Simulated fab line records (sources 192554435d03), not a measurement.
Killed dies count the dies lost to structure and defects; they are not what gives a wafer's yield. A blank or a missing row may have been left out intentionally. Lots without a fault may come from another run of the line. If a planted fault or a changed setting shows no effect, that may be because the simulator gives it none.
Which tool did it?	flow n5 finfet	Sampling: 8 lots, 24 wafers, 5 of 1938 route steps

== WHAT EACH GAUGE READ, for each wafer ==
N5_BEOL_M2_OVL_MEAS_29. Usual: V1_OVL typically reads -0.5 nm, with standard deviation 0.85.
lot	measured	on	V1_OVL (nm)	flag
L163	day 7 08:07	overlay-01	-0.8 0.9 -0.9	
L166	day 7 17:59	overlay-02	-1.4 -1.6 -1.2	
L171	day 9 01:55	overlay-02	-2.4 -2.0 -1.7	
L172	day 9 06:50	overlay-01	-0.7 -1.5 0.5	
L175	day 10 03:47	overlay-01	-0.2 -1.1 -1.7	
L174	day 10 04:48	overlay-01	-1.1 -1.1 -0.7	
L179	day 11 22:08	overlay-01	0.5 -0.1 -1.5	
L183	day 12 23:18	overlay-01	-0.2 -0.4 -0.4	

N5_BEOL_M4_RC_MEAS_101. Usual: DIBL_N 36.6 mV/V, standard deviation 1.3; DIBL_P 36.4 mV/V, standard deviation 1.4; IOFF_N 0.167 nA/um, standard deviation 0.023; IOFF_P 0.219 nA/um, standard deviation 0.029; ION_N 678 uA/um, standard deviation 8.7; ION_P 464 uA/um, standard deviation 6.4; SS_N 71.5 mV/dec, standard deviation 0.53; SS_P 73.4 mV/dec, standard deviation 0.57; VT_N 248.5 mV, standard deviation 2.8; VT_P -249 mV, standard deviation 3.1.
lot	measured	on	DIBL_N (mV/V)	DIBL_P (mV/V)	IOFF_N (nA/um)	IOFF_P (nA/um)	ION_N (uA/um)	ION_P (uA/um)	SS_N (mV/dec)	SS_P (mV/dec)	VT_N (mV)	VT_P (mV)	flag
L163	day 9 04:13	prober-02	35.3 34.1 34.1	33.7 32.7 33.6	0.136 0.125 0.129	0.182 0.170 0.179	658 659 668	455 458 458	70.3 70.5 70.8	73.0 72.9 72.8	255.9 253.4 253.7	-250 -250 -251	
L166	day 9 09:05	prober-02	34.3 35.1 36.7	33.1 33.8 35.5	0.125 0.132 0.164	0.212 0.219 0.256	660 673 675	468 475 476	71.6 71.4 73.2	72.4 72.5 72.3	254.0 253.4 249.6	-247 -249 -245	
L171	day 12 19:20	prober-01	34.9 36.6 34.6	34.7 36.5 34.2	0.144 0.170 0.131	0.182 0.208 0.178	674 669 665	460 458 461	71.2 71.6 70.7	72.9 73.3 72.7	250.8 247.6 249.1	-253 -249 -251	
L172	day 11 14:51	prober-01	34.9 34.1 34.5	36.0 34.6 35.8	0.157 0.154 0.158	0.243 0.216 0.238	675 678 681	467 468 472	71.3 71.1 71.1	73.4 72.9 73.4	252.5 248.4 249.7	-242 -246 -247	
L175	day 13 20:31	prober-01	34.8 35.6 36.5	34.5 36.9 36.5	0.142 0.159 0.169	0.195 0.228 0.222	661 675 670	454 461 459	71.8 70.3 71.2	73.4 73.5 73.4	250.3 249.4 247.3	-251 -247 -246	
L174	day 13 17:03	prober-01	35.5 36.0 36.7	37.1 38.0 38.3	0.165 0.177 0.189	0.201 0.215 0.210	674 673 670	460 457 455	71.6 71.8 72.2	74.1 74.1 74.1	248.2 249.4 247.0	-253 -253 -251	
L179	day 14 20:09	prober-02	35.9 35.2 36.6	35.4 35.2 36.0	0.156 0.148 0.169	0.219 0.225 0.230	675 681 681	464 472 466	70.9 70.5 70.9	73.2 73.5 73.4	246.8 249.7 246.5	-250 -248 -248	
L183	day 15 22:28	prober-01	38.3 37.2 37.2	39.0 36.4 36.5	0.231 0.193 0.188	0.281 0.235 0.234	704 689 690	477 468 468	71.8 71.3 71.6	74.7 74.4 73.3	242.5 245.3 245.2	-245 -249 -250	

== EACH LOT AND THE TOOL THAT RAN IT (in order: tool; ch and the chambers of the sampled wafers; start) ==
lot	N5_BEOL_M2_ETCH_69	N5_BEOL_M2_ETCHBACK_99	N5_BEOL_M2_STRIP_36
L163	rie diel-04 ch 1,2,3, day 7 08:15	rie diel-05 ch 0,3, day 7 15:20	rie diel-05 ch 0,3, day 7 15:32
L166	rie diel-01 ch 1,3, day 7 18:08	rie diel-01 ch 0,1, day 7 21:11	rie diel-01 ch 0,1, day 7 21:23
L171	rie diel-05 ch 1,2,3, day 9 02:04	rie diel-01 ch 0,1, day 9 14:10	rie diel-01 ch 0,1, day 9 14:22
L172	rie diel-04 ch 2,3, day 9 06:59	rie diel-01 ch 0,1,3, day 9 18:30	rie diel-01 ch 0,1,3, day 9 18:43
L175	rie diel-05 ch 0,1,2, day 10 04:21	rie diel-01 ch 1,2,3, day 10 12:20	rie diel-01 ch 1,2,3, day 10 12:32
L174	rie diel-05 ch 0,1, day 10 04:57	rie diel-04 ch 0,1,2, day 10 08:41	rie diel-04 ch 0,1,2, day 10 08:54
L179	rie diel-05 ch 1,3, day 11 22:16	rie diel-04 ch 1,2, day 12 18:48	rie diel-04 ch 1,2, day 12 19:00
L183	rie diel-05 ch 0,1,2, day 12 23:26	rie diel-05 ch 0,2,3, day 13 19:36	rie diel-05 ch 0,2,3, day 13 19:48
- N5_BEOL_M2_ETCH_69: etches SiARC in CF4, target depth 15.6 nm, time 26 s.
- N5_BEOL_M2_ETCHBACK_99: etches SiO2 in CHF3, target depth 5 nm, time 10.4 s.
- N5_BEOL_M2_STRIP_36: strips in N2/H2.

== WHAT THE TOOLS THEMSELVES READ (means of the sampled wafers that have a number; where no wafer has one, the mark that the record gives instead) ==
N5_BEOL_M2_ETCH_69. Usual: drypump motor current A 5.9 A, standard deviation 0.43; etch rf on time s 26.1 s, standard deviation 0.31; oes product au 0.67 a.u., standard deviation 0.069; rf fwd power W 532.6 W, standard deviation 2.2; rf vpp V 184.2 V, standard deviation 1; showerhead plenum p Torr 2.15 Torr, standard deviation 0.055; throttle valve pct 15.71 %, standard deviation 0.2.
lot	tool	drypump motor current A (A)	etch rf on time s (s)	oes product au (a.u.)	rf fwd power W (W)	rf vpp V (V)	showerhead plenum p Torr (Torr)	throttle valve pct (%)	flag
L163	rie diel-04	5.7	25.9	0.67	531.2	184.8	2.15	15.72	
L166	rie diel-01	5.3	25.8	0.66	531.9	183.7	2.15	15.83	
L171	rie diel-05	6.2	25.8	0.66	533.1	185.0	2.14	15.72	
L172	rie diel-04	5.5	26.0	0.72	534.9	184.5	2.17	15.63	
L175	rie diel-05	6.1	26.3	0.65	534.4	184.4	2.20	15.71	
L174	rie diel-05	6.0	26.1	0.68	530.4	185.2	2.21	15.63	
L179	rie diel-05	6.1	25.7	0.66	532.6	182.6	2.09	15.73	
L183	rie diel-05	6.1	26.3	0.63	532.6	184.6	2.19	15.77	

N5_BEOL_M2_ETCHBACK_99. Usual: drypump motor current A 5.8 A, standard deviation 0.51; oes_ar_750_au 0.80 a.u., standard deviation 0.075; oes_f_703_au 0.80 a.u., standard deviation 0.075; oes product au 0.80 a.u., standard deviation 0.082; rf fwd power W 212.4 W, standard deviation 1; rf vpp V 241.1 V, standard deviation 2.7; showerhead plenum p Torr 2.16 Torr, standard deviation 0.047; throttle valve pct 17.13 %, standard deviation 0.22.
lot	tool	drypump motor current A (A)	oes_ar_750_au (a.u.)	oes_f_703_au (a.u.)	oes product au (a.u.)	rf fwd power W (W)	rf vpp V (V)	showerhead plenum p Torr (Torr)	throttle valve pct (%)	flag
L163	rie diel-05	5.8	0.83	0.82	0.82	211.2	242.0	2.22	17.17	
L166	rie diel-01	6.2	0.83	0.83	0.83	212.7	241.1	2.12	17.08	
L171	rie diel-01	6.2	0.81	0.81	0.81	213.0	240.7	2.12	17.10	
L172	rie diel-01	5.8	0.79	0.79	0.79	212.7	240.2	2.13	17.22	
L175	rie diel-01	5.3	0.83	0.83	0.83	211.9	240.9	2.17	17.10	
L174	rie diel-04	6.0	0.85	0.85	0.86	212.1	241.2	2.15	17.02	
L179	rie diel-04	6.0	0.83	0.83	0.83	211.2	240.2	2.11	17.07	
L183	rie diel-05	5.9	0.75	0.76	0.74	212.3	240.9	2.18	17.34	

N5_BEOL_M2_STRIP_36. Usual: chamber pressure mTorr 20.00 mTorr, standard deviation 0.031; drypump motor current A 5.8 A, standard deviation 0.51; n2 flow sccm 200.0 sccm, standard deviation 0.57; oes product au 0.81 a.u., standard deviation 0.083; rf vpp V 59.0 V, standard deviation 1.4; showerhead plenum p Torr 2.55 Torr, standard deviation 0.058; throttle valve pct 23.73 %, standard deviation 0.26.
lot	tool	chamber pressure mTorr (mTorr)	drypump motor current A (A)	n2 flow sccm (sccm)	oes product au (a.u.)	rf vpp V (V)	showerhead plenum p Torr (Torr)	throttle valve pct (%)	flag
L163	rie diel-05	19.98	5.8	200.3	0.83	59.5	2.61	23.81	
L166	rie diel-01	20.03	6.2	199.7	0.84	58.4	2.50	23.71	
L171	rie diel-01	20.01	6.2	200.0	0.82	57.8	2.50	23.72	
L172	rie diel-01	20.01	5.8	199.7	0.78	59.2	2.52	23.86	
L175	rie diel-01	18.03	5.3	199.4	0.83	59.1	2.55	23.69	OFF
L174	rie diel-04	20.01	6.0	200.1	0.86	59.6	2.53	23.60	
L179	rie diel-04	19.99	6.0	199.3	0.83	58.7	2.49	23.63	
L183	rie diel-05	19.99	5.9	200.4	0.75	58.0	2.57	23.87	

== THE ANSWER, worked out from the rows above alone ==
Rule: a lot counts as off when the mean over its wafers that have a number is more than 3 standard deviations away from the usual mean. A lot without any number at a reading at which 4 lots or more have one is off too. All remaining lots with rows at the step are treated as sound. After the gauges, taken in route order, come the tools' own readings; for these a lot's mean is taken, as printed above. At the first step where some lot is off, the reading lying furthest off is the one used; lots without a number count as furthest.
Off: L175, at N5_BEOL_M2_STRIP_36 (chamber pressure mTorr).
If a tool, at that step or one of the process steps before it, ran each lot that is off and ran no sound lot following the first of them, it fits. One fits: rie diel-01 at N5_BEOL_M2_ETCHBACK_99 and N5_BEOL_M2_STRIP_36. At N5_BEOL_M2_ETCHBACK_99 its last sound lot is L172 (day 9 18:30), its first lot that is off L175 (day 10 12:20): a fault that began between those two fits.

== WHAT HAD BEEN PUT IN BY THE SIMULATOR ==
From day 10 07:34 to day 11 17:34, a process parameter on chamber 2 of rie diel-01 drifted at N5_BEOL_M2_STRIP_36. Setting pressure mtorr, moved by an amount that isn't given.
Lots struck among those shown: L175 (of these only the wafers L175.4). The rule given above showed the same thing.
